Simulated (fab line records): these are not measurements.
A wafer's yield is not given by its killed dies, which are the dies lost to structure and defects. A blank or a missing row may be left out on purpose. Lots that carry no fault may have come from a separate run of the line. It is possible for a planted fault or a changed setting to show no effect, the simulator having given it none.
Chamber matching | flow n5Finfet | N5_FIN_SAQP_HM_OPEN_73 on rieDiel-06: 4 sister chambers
The step chemistry CHF3/O2, target SiO2, stops on a-Si, target depth 12 nm, time 16.8 s. 14 wafers are shown with their chamber, then 7 later ones without.

## EACH WAFER AND ITS CHAMBER
wafer  | chamber | drypumpMotorCurrentA (A) | rfVppV (V) | showerheadPlenumPTorr (Torr)
L075.1 | 2       | 5.4                      | 507        | 2.40
L075.3 | 1       | 6.5                      | 536        | 2.50
L075.5 | 2       | 5.4                      | 506        | 2.40
L076.1 | 3       | 5.3                      | 526        | 2.50
L076.2 | 2       | 5.4                      | 506        | 2.40
L076.6 | 2       | 5.4                      | 509        | 2.40
L086.4 | 2       | 5.4                      | 506        | 2.39
L086.5 | 1       | 6.5                      | 537        | 2.49
L086.6 | 0       | 5.7                      | 499        | 2.54
L089.3 | 2       | 5.4                      | 506        | 2.39
L089.4 | 1       | 6.5                      | 536        | 2.49
L089.6 | 2       | 5.3                      | 508        | 2.39
L090.1 | 3       | 5.3                      | 523        | 2.49
L090.4 | 2       | 5.4                      | 506        | 2.39

SIGNATURES (averages over the wafers above)
reading               | chamber 0 | chamber 1 | chamber 2 | chamber 3 | scatter within a chamber
drypumpMotorCurrentA  | 5.700     | 6.500     | 5.388     | 5.300     | 0.0296
rfVppV                | 499.00    | 536.33    | 506.75    | 524.50    | 1.21
showerheadPlenumPTorr | 2.5400    | 2.4933    | 2.3950    | 2.4950    | 0.00563
Rule: distance of a wafer from a chamber = root of the sum over the readings of ((wafer's reading minus chamber's mean) / reading's scatter) squared. If the next closest chamber is less than 2 further off than the closest, the wafer can't be placed; otherwise it belongs to the closest. The scatter: take each reading less its chamber's mean, square it, sum over the shown wafers, divide by the number of wafers less the number of chambers, and take the root.

## WAFERS WITH NO CHAMBER GIVEN
wafer  | drypumpMotorCurrentA (A) | rfVppV (V) | showerheadPlenumPTorr (Torr)
L090.6 | 5.3                      | 526        | 2.49
L093.1 | 5.7                      | 500        | 2.54
L093.4 | 5.4                      | 507        | 2.39
L093.5 | 5.8                      | 499        | 2.54
L094.2 | 5.7                      | 500        | 2.54
L094.5 | 5.3                      | 527        | 2.48
L094.6 | 5.4                      | 506        | 2.39

## THE CHAMBER EACH PASSED THROUGH
wafer  | from the rows above | in truth
L090.6 | 3                   | 3
L093.1 | 0                   | 0
L093.4 | 2                   | 2
L093.5 | 0                   | 0
L094.2 | 0                   | 0
L094.5 | 3                   | 3
L094.6 | 2                   | 2
Correct placement for 7 of the 7. Can't be placed from these rows: 0. Number placed wrongly: 0.
